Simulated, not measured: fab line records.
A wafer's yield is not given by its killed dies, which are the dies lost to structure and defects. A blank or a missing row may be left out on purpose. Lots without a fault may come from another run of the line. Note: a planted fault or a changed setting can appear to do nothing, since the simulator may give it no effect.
Problem report, 8D (eight disciplines) form, completed by code + flow n5_finfet + the parts of the form that need people (team, actions taken, sign-off) are left out

## 1. THE PROBLEM
At N5_HKMG_FIN_COAT_41, spin_speed_rpm averages 1744.9 rpm over 6 wafers from 2 lots, while fault-free wafers read 1500.1 rpm, standard deviation 1.1. So: +99 or more standard deviations from the usual mean.
The step: time 60 s, resist thk 300 nm.
The first sign was on wafer L469.2 at day 8 02:40, on litho_track-01. Wafers with a number at this step in the record: 33, from 11 lots. Rule for "out", or "out of limits": more than 4 standard deviations from the usual mean. All remaining wafers that have a number are taken as sound.

## 2. WHAT IT IS; WHAT IT IS NOT
| question                    | is                     | is not                                                                          |
|-----------------------------|------------------------|---------------------------------------------------------------------------------|
| which readings at this step | spin_speed_rpm         | -                                                                               |
| which lots                  | L469, L473             | L454, L455, L457, L459, L461, L463, L470, L471, L476                            |
| which wafers of those lots  | all that have a number | -                                                                               |
| read on which tools         | litho_track-01         | litho_track-02, litho_track-04                                                  |
| when                        | from day 8 02:40       | up to then (18 sound wafers); but 9 sound wafers of L470, L471, L476 came after |

## 3. WHAT RULES OUT EACH SUSPECT
Counting: any tool at a process step up to the reading is kept as a suspect provided that every lot that is out went through it and no sound lot did after the first of them.
- litho_track-01 at N5_HKMG_FIN_COAT_41 (time 60 s, resist thk 300 nm): kept. It processed each lot that is out, first L469 at day 8 02:40, and no sound lot thereafter; up to then, the last sound lot it processed was L463 at day 6 11:56. Out on those wafers are its own readings of spin_speed_rpm.
Remaining after the count: litho_track-01 at N5_HKMG_FIN_COAT_41.

## 4. THE CAUSE (what the simulator had put in)
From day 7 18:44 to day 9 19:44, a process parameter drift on litho_track-01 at N5_HKMG_FIN_COAT_41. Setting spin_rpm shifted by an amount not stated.
Counting left only this tool.

## 5. SEQUENCE OF EFFECTS, ordered by route
One row per reading whose mean, taken over the struck wafers that have a number, lies over 3 standard deviations from the usual. Scope: only readings with a usual standard deviation given in the record; hours: median across lots of the time from each lot's start at the first step in this table that gives one to its start at this step; sigmas: change in usual standard deviations.
| hours | step                | reading        | usual      | on struck wafers | change | sigmas      |
|-------|---------------------|----------------|------------|------------------|--------|-------------|
| 0     | N5_HKMG_FIN_COAT_41 | spin_speed_rpm | 1500.1 rpm | 1744.9           | +244.8 | +99 or more |
The process steps in it:
- N5_HKMG_FIN_COAT_41: time 60 s, resist thk 300 nm.

## 6. HOW IT WOULD HAVE BEEN CAUGHT EARLIER
8 hours passed between the start of the fault at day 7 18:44 and the first reading out of limits in this record, taken at day 8 02:40.
